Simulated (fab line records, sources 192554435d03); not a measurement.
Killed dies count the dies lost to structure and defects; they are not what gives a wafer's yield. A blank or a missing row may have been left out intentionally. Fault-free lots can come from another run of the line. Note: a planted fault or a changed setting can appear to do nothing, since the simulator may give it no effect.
Matching of chambers	flow n5 finfet	N5_PMOS_HMC_CHANNEL_EPI_STRIP_33 on rie diel-06 has 4 sister chambers
The step strips in N2/H2. 27 wafers are shown with their chamber, then 12 later ones without.

EACH WAFER AND ITS CHAMBER
wafer	chamber	showerhead plenum p Torr (Torr)	throttle valve pct (%)	drypump motor current A (A)
L077.1	0	3.36	19.1	5.6
L077.2	2	3.56	19.1	5.9
L077.4	3	3.45	18.4	6.5
L079.2	3	3.45	18.3	6.4
L079.3	1	3.51	19.0	6.0
L079.5	1	3.50	19.0	6.0
L080.2	1	3.50	19.0	6.0
L080.3	3	3.45	18.3	6.4
L080.6	1	3.50	19.0	6.0
L081.1	2	3.56	19.1	5.9
L081.3	0	3.36	19.1	5.6
L081.6	3	3.45	18.3	6.5
L082.1	1	3.50	19.0	6.1
L082.3	2	3.56	19.1	5.9
L082.6	3	3.45	18.3	6.4
L083.3	3	3.45	18.3	6.5
L083.4	3	3.45	18.3	6.5
L083.6	2	3.56	19.1	5.9
L084.1	2	3.55	19.1	5.9
L084.5	3	3.45	18.3	6.4
L084.6	2	3.55	19.1	5.9
L085.1	2	3.55	19.1	5.9
L085.4	0	3.35	19.1	5.6
L085.6	0	3.35	19.1	5.6
L087.1	2	3.55	19.2	5.9
L087.3	3	3.45	18.4	6.4
L087.5	0	3.35	19.1	5.6

SIGNATURES (means of the wafers above)
reading	chamber 0	chamber 1	chamber 2	chamber 3	scatter within a chamber
showerhead plenum p Torr	3.3540	3.5020	3.5550	3.4500	0.00417
throttle valve pct	19.100	19.000	19.113	18.322	0.0325
drypump motor current A	5.600	6.020	5.900	6.444	0.0362
Rule: for each reading, subtract the chamber's mean from the wafer's reading, divide by that reading's scatter and square the result; add these up over the readings and take the root, which gives the wafer's distance from the chamber. The wafer belongs to the nearest chamber; if the next one is less than 2 further off, it can't be placed. The scatter is the square root of a quotient: the sum, over the shown wafers, of each reading's squared deviation from its chamber's mean, divided by wafers minus chambers.

WAFERS WITHOUT THEIR CHAMBER
wafer	showerhead plenum p Torr (Torr)	throttle valve pct (%)	drypump motor current A (A)
L088.1	3.35	19.1	5.6
L088.2	3.44	18.4	6.4
L088.4	3.50	19.0	6.0
L093.1	3.35	19.1	5.6
L093.4	3.55	19.2	5.9
L093.5	3.35	19.1	5.6
L094.4	3.35	19.1	5.6
L094.5	3.44	18.4	6.4
L094.6	3.35	19.1	5.6
L097.1	3.54	19.2	5.9
L097.2	3.44	18.4	6.5
L097.6	3.44	18.4	6.4

WHICH CHAMBER EACH ONE RAN IN
wafer	from the rows above	in truth
L088.1	0	0
L088.2	3	3
L088.4	1	1
L093.1	0	0
L093.4	2	2
L093.5	0	0
L094.4	0	0
L094.5	3	3
L094.6	0	0
L097.1	2	2
L097.2	3	3
L097.6	3	3
Placed correctly: 12 of 12. Number that these rows cannot place: 0. Wrongly placed: 0.
